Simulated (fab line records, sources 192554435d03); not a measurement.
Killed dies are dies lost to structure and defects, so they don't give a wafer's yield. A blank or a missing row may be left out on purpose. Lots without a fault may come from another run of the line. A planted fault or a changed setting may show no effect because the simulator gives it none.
Split-lot experiment | flow n5_finfet | 7 lots, 21 wafers read, on a route of 1938 steps

THE SPLIT
At N5_BEOL_M11_COAT_05 (resist thk 90 nm), the setting spin_rpm was moved away from the recipe's 1500 rpm on 2 of the 21 wafers read, by -7.6% to +5.5%. The other wafers ran this setting at the recipe's value.

The reading is taken at the split's own step.

THE READING
CAR-ArF_of_BEOL_M11_COAT_05.thk_nm (the simulator's own value, which no gauge read), in nm, at N5_BEOL_M11_COAT_05 (resist thk 90 nm). The file gives no usual value for it. The 19 wafers here that ran the recipe average 90.1 nm, standard deviation 0.26 nm.

wafer  | tool, chamber at the split | spin_rpm as run, rpm | against the recipe | CAR-ArF_of_BEOL_M11_COAT_05.thk_nm, nm | against lot-mates on the recipe
L077.4 | litho_track-05, 0          | 1500                 | recipe             | 90.6                                   | -
L077.5 | litho_track-05, 0          | 1500                 | recipe             | 90.4                                   | -
L077.6 | litho_track-05, 0          | 1500                 | recipe             | 90.2                                   | -
L082.3 | litho_track-03, 0          | 1500                 | recipe             | 90.4                                   | -
L082.4 | litho_track-03, 0          | 1500                 | recipe             | 90.2                                   | -
L082.5 | litho_track-03, 0          | 1583                 | +5.5%              | 87.6                                   | -2.7
L084.2 | litho_track-04, 0          | 1500                 | recipe             | 90.4                                   | -
L084.4 | litho_track-04, 0          | 1500                 | recipe             | 90.2                                   | -
L084.5 | litho_track-04, 0          | 1500                 | recipe             | 90.2                                   | -
L089.2 | litho_track-03, 0          | 1500                 | recipe             | 90                                     | -
L089.6 | litho_track-03, 0          | 1500                 | recipe             | 90                                     | -
L089.4 | litho_track-03, 0          | 1386                 | -7.6%              | 93.8                                   | +3.8
L093.1 | litho_track-04, 0          | 1500                 | recipe             | 90.4                                   | -
L093.2 | litho_track-04, 0          | 1500                 | recipe             | 90.4                                   | -
L093.4 | litho_track-04, 0          | 1500                 | recipe             | 90.4                                   | -
L096.2 | litho_track-03, 0          | 1500                 | recipe             | 89.8                                   | -
L096.5 | litho_track-03, 0          | 1500                 | recipe             | 89.8                                   | -
L096.6 | litho_track-03, 0          | 1500                 | recipe             | 89.8                                   | -
L097.1 | litho_track-03, 0          | 1500                 | recipe             | 90                                     | -
L097.2 | litho_track-03, 0          | 1500                 | recipe             | 89.8                                   | -
L097.5 | litho_track-03, 0          | 1500                 | recipe             | 89.8                                   | -

THE FIT
A straight line over all 21 wafers: CAR-ArF_of_BEOL_M11_COAT_05.thk_nm changes by -0.473 nm for each +1% of spin_rpm; r = -0.97; the points scatter about the line by 0.26 nm.
The same after taking each lot's own level away (the mean of its wafers on the recipe; 21 wafers): -0.496 nm for each +1%; r = -1.00; scatter 0.091 nm.
On that fit, the largest move of spin_rpm shifts the reading by 3.8 nm.
The lots' own levels span 89.80 to 90.40 nm, that is 2.3 times the standard deviation above.
So the lot-to-lot level changes the slope little: the two slopes agree.
Check: with one of the wafers moved furthest among these (-7.6%) left out of the fit, the line predicts +3.71 nm for it against its lot-mates. It came out at +3.8 nm against them.

OTHER SPLITS ON THESE WAFERS
These wafers also went through other splits before the reading. Each is held against what the fit with the lots' levels taken away leaves over:
other split on the same wafers    | wafers away from the commonest value | r with CAR-ArF_of_BEOL_M11_COAT_05.thk_nm (lot level and that fit taken away)
N5_BEOL_M8_COAT_60 spin_rpm       | 6                                    | -0.34
N5_BEOL_M8_CURE_75 time_s         | 9                                    | -0.19
N5_BEOL_M9_CMP_52 down_force_psi  | 7                                    | +0.31
N5_BEOL_M10_TRENCH_ETCH_37 time_s | 9                                    | +0.02

THE FILE'S OWN FIT
CAR-ArF_of_BEOL_M11_COAT_05.thk_nm changes by -0.496 nm for each +1% of spin_rpm, r = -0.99.
